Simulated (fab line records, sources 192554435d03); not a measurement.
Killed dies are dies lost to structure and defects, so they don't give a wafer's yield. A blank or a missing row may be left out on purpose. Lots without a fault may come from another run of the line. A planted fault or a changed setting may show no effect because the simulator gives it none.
Chamber matching | flow n5_finfet | N5_BEOL_M0_SAQP_PECVD_03 on pecvd-02: 3 sister chambers
The step deposits SiCN from 3MS/NH3, target thk 12 nm, time 21.1 s. 24 wafers are shown with their chamber, then 12 later ones without.

WAFERS WITH THEIR CHAMBER
wafer  | chamber | showerhead_plenum_p_Torr (Torr) | throttle_valve_pct (%)
L075.1 | 2       | 3.676                           | 9.3
L075.4 | 0       | 3.678                           | 9.1
L075.5 | 1       | 3.657                           | 9.0
L079.1 | 2       | 3.680                           | 9.1
L079.5 | 1       | 3.651                           | 8.9
L079.6 | 2       | 3.678                           | 9.2
L081.4 | 0       | 3.674                           | 8.9
L081.5 | 1       | 3.661                           | 8.9
L081.6 | 2       | 3.685                           | 9.0
L086.2 | 0       | 3.674                           | 8.7
L086.3 | 1       | 3.656                           | 8.8
L086.5 | 0       | 3.671                           | 9.0
L089.3 | 2       | 3.674                           | 9.2
L089.5 | 0       | 3.678                           | 9.0
L089.6 | 1       | 3.654                           | 8.7
L090.1 | 0       | 3.671                           | 8.5
L090.2 | 2       | 3.683                           | 9.3
L090.3 | 1       | 3.660                           | 9.0
L090.4 | 0       | 3.684                           | 8.7
L090.5 | 2       | 3.676                           | 9.4
L090.6 | 1       | 3.657                           | 9.0
L092.1 | 1       | 3.647                           | 9.0
L092.2 | 2       | 3.670                           | 9.5
L092.3 | 0       | 3.684                           | 8.6

SIGNATURES (means of the wafers above)
reading                  | chamber 0 | chamber 1 | chamber 2 | scatter within a chamber
showerhead_plenum_p_Torr | 3.67675   | 3.65537   | 3.67775   | 0.0049
throttle_valve_pct       | 8.812     | 8.912     | 9.250     | 0.169
Rule: a wafer's distance from a chamber is the root of the sum, over the readings, of the square of ((its reading less the chamber's mean) divided by the reading's scatter). The wafer belongs to the nearest chamber; if the next one is less than 2 further off, it can't be placed. The scatter: the root of (the sum of the squares of (reading less its chamber's mean) over the shown wafers, divided by (wafers less chambers)).

WAFERS WITHOUT THEIR CHAMBER
wafer  | showerhead_plenum_p_Torr (Torr) | throttle_valve_pct (%)
L092.4 | 3.662                           | 8.7
L092.5 | 3.677                           | 9.3
L092.6 | 3.674                           | 8.8
L093.3 | 3.675                           | 8.8
L093.4 | 3.662                           | 8.7
L093.6 | 3.681                           | 8.9
L096.2 | 3.677                           | 9.0
L096.4 | 3.678                           | 9.3
L096.5 | 3.671                           | 9.4
L097.1 | 3.658                           | 8.7
L097.2 | 3.673                           | 9.0
L097.5 | 3.686                           | 9.2

WHICH CHAMBER EACH WENT THROUGH
wafer  | from the rows above     | in truth
L092.4 | can't be placed: 1 or 0 | 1
L092.5 | 2                       | 2
L092.6 | 0                       | 0
L093.3 | 0                       | 0
L093.4 | can't be placed: 1 or 0 | 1
L093.6 | can't be placed: 0 or 2 | 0
L096.2 | can't be placed: 0 or 2 | 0
L096.4 | 2                       | 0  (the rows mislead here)
L096.5 | 2                       | 2
L097.1 | 1                       | 1
L097.2 | can't be placed: 0 or 2 | 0
L097.5 | can't be placed: 2 or 0 | 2
Placed correctly: 5 of 12. Can't be placed from these rows: 6 (the true chamber is among the candidates in 6). Placed wrongly: 1.
